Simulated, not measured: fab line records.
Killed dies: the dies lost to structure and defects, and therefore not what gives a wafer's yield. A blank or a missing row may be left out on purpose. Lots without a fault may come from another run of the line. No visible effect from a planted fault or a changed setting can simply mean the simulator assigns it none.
Matching of chambers    flow nandHarc    NHARC_P_M2_PRE_CLEAN_32 on pecvd-02 has 3 sister chambers
The step time 12 s. 3 wafers are shown with their chamber, then 10 later ones without.

== WAFERS WITH THEIR CHAMBER ==
wafer   chamber  heaterPowerW (W)
L090.2  2        563
L090.3  0        635
L091.4  1        852

== WAFERS WITHOUT THEIR CHAMBER ==
wafer   heaterPowerW (W)
L091.5  579
L092.1  583
L092.2  645
L092.4  588
L094.2  562
L094.3  538
L094.5  595
L095.3  611
L095.4  815
L095.5  605

== THE CHAMBER EACH PASSED THROUGH ==
wafer    from the rows above       in truth
L091.5   can't be placed: 2 or 0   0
L092.1   can't be placed: 2 or 0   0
L092.2   0                         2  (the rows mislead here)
L092.4   can't be placed: 2 or 0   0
L094.2   2                         2
L094.3   2                         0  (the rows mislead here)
L094.5   can't be placed: 2 or 0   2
L095.3   can't be placed: 0 or 2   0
L095.4   1                         1
L095.5   can't be placed: 0 or 2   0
Correctly placed: 2 of 10. Can't be placed from these rows: 6 (the true chamber is among the candidates in 6). Wrongly placed: 2.
How it was worked out, from the rows above alone: a wafer's distance from a chamber is the root of the sum, over the readings, of the square of ((its reading less the chamber's mean) divided by the reading's scatter). If the next closest chamber is less than 2 further off than the closest, the wafer can't be placed; otherwise it belongs to the closest. A chamber's mean is the mean of its shown wafers. The scatter: root of mean squared gap, hidden wafer to nearest shown wafer, with one shown wafer a chamber.
